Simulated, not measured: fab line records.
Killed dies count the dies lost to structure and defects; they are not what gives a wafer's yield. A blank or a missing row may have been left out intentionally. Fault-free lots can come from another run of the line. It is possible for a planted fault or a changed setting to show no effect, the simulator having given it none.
A struck lot beside a sound one	flow n5_finfet	39 out of 1938 route steps
Sound: the wafers L323.2, L323.5, L323.6. Struck: wafers L318.3, L318.4. (L318.6 of the same lot was not struck and is left out.) The cause comes at the end.
Each step with rows lists, per side, the tool, then ch with its chambers, then its first start. Under that, the readings that differ: sound wafers	struck wafers	difference of the means	sigmas: that difference in standard deviations of wafers without a fault.
alike: words and numbers the same on both sides, and readings whose means are apart by under 2 such deviations; not compared: readings that were withheld, readings missing a value for some wafer, numbers with overlapping values and no deviation given by the record, and bounds like >300 which may hide the same value.
The two part at a step that has a row with sigmas, a row that says differs or no value, or rows on one side only. Numbers that don't overlap but have no deviation are shown without sigmas and don't part them. A reading that every wafer of one side lacks parts them only if that side has two wafers or more.

first, 11 steps without rows for these wafers: N5_BEOL_M4_STRIP_65 (strips in N2/H2); N5_BEOL_M4_STRIP_75 (strips in N2/H2); N5_BEOL_M4_STRIP_66 (strips in CF4); N5_BEOL_M4_HM_OPEN_17 (chemistry Cl2/BCl3, target TiN, target depth 20 nm, overetch 6 nm); N5_BEOL_M4_STRIP_19 (strips in O2); N5_BEOL_M4_COAT_67 (time 60 s, resist thk 60 nm); N5_BEOL_M4_COAT_68 (time 60 s, resist thk 12 nm); N5_BEOL_M4_COAT_76 (time 60 s, resist thk 5 nm); N5_BEOL_M4_COAT_22 (resist thk 30 nm); N5_BEOL_M4_EBR_24; N5_BEOL_M4_SOFTBAKE_23 (time 60 s).
N5_BEOL_M4_EXPOSE_25: exposes mask V3, defocus 5 nm.
  sound on euv_scanner-01 ch 0, day 12 03:19; struck on euv_scanner-02 ch 0, day 10 14:40
  alike: mask
then, 2 steps without rows for these wafers: N5_BEOL_M4_PEB_26 (peb time 60 s); N5_BEOL_M4_DEVELOP_27 (develop time 30 s).
N5_BEOL_M4_CD_MEAS_28: target cd 26.2 nm, target cd y 24.1 nm.
  sound on cd_sem-03 ch 0, day 12 03:28; struck on cd_sem-02 ch 0, day 10 14:48
reading	sound	struck	difference	sigmas
cd_nm (nm)	26.36 26.46 26.55	24.03 24.36	-2.26	-9
then, 22 steps without rows for these wafers: N5_BEOL_M4_DESCUM_33 (chemistry O2, time 7 s); N5_BEOL_M4_ETCH_77 (etches underlayer in N2/H2, target depth 6.5 nm, time 5.2 s); N5_BEOL_M4_ETCH_69 (etches SiARC in CF4, target depth 15.6 nm, time 26 s); N5_BEOL_M4_ALD_98 (deposits SiO2, target thk 2.5 nm, pulse time 1 s, co reactant pulse time 1 s); N5_BEOL_M4_ETCHBACK_99 (etches SiO2 in CHF3, target depth 5 nm, time 10.4 s); N5_BEOL_M4_ETCH_70 (etches SOC in N2/H2, target depth 80 nm, overetch 24 nm, time 130 s); N5_BEOL_M4_STRIP_71 (strips in N2/H2); N5_BEOL_M4_STRIP_78 (strips in N2/H2); N5_BEOL_M4_VIA_ETCH_34 (etches the open film in C4F6/O2, target depth 69.4 nm, time 65.9 s); N5_BEOL_M4_STRIP_83 (strips in C4F6/O2); N5_BEOL_M4_STRIP_36 (strips in N2/H2); N5_BEOL_M4_TRENCH_ETCH_37 (etches SiOC in C4F6/O2, target depth 55.555 nm, time 29.2 s); N5_BEOL_M4_ETCH_41 (etches SiCN in CH3F/O2, target depth 29.9 nm, time 52.5 s); N5_BEOL_M4_STRIP_97 (strips in N2/H2, time 10 s); N5_BEOL_M4_HM_STRIP_39 (strips TiN in peroxide tin strip, target depth 25 nm, time 158 s); N5_BEOL_M4_SRD_40 (time 30 s); N5_BEOL_M4_PRECLEAN_42 (cleans in residue remover, time 60 s); N5_BEOL_M4_SRD_43 (time 30 s); N5_BEOL_M4_DEGAS_44 (time 60 s); N5_BEOL_M4_PRE_CLEAN_45 (time 30 s); N5_BEOL_M4_ALD_84 (deposits TaN, pulse time 2 s, purge time 3 s, co reactant purge time 2 s); N5_BEOL_M4_SURFACE_TREAT_85.
N5_BEOL_M4_RC_MEAS_101:
  the record has rows for the sound wafers here (prober-02 ch 0, day 12 10:18) and none for the struck ones
-- record jumps: 5 days separate the struck wafers' starts on either side; left off in module BEOL_M4, taken up again in module PASSIVATION, whose first shown step is the route's number 1936 --
N5_PASSIVATION_PROBE_49:
  struck on prober-02, day 15 03:07; sound on prober-02, day 16 16:45
reading	sound	struck	difference	sigmas
defect_limited_yield (%)	88.7 91.9 87.8	0 0	-89	-56
killed_at_M4_up	20 14 20	1087 1091	+1071	+99 or more
killed_dies	133 95 144	1180 1180	+1056	+56
killed_on_rim	22 14 21	152 152	+133	+32
sort_n_pass	1047 1085 1036	0 0	-1056	-59
sort_yield_pct (%)	88.7 91.9 87.8	0 0	-89	-56
  alike: killed_at_M0_to_M3, killed_at_contacts, killed_at_front_end, killed_at_other, killed_open, killed_short, sort_bin_5_function, sort_bin_6_memory

WHERE THEY PART
Earliest at N5_BEOL_M4_CD_MEAS_28; latest, in this record, at N5_PASSIVATION_PROBE_49.

WHY: what the simulator had put in
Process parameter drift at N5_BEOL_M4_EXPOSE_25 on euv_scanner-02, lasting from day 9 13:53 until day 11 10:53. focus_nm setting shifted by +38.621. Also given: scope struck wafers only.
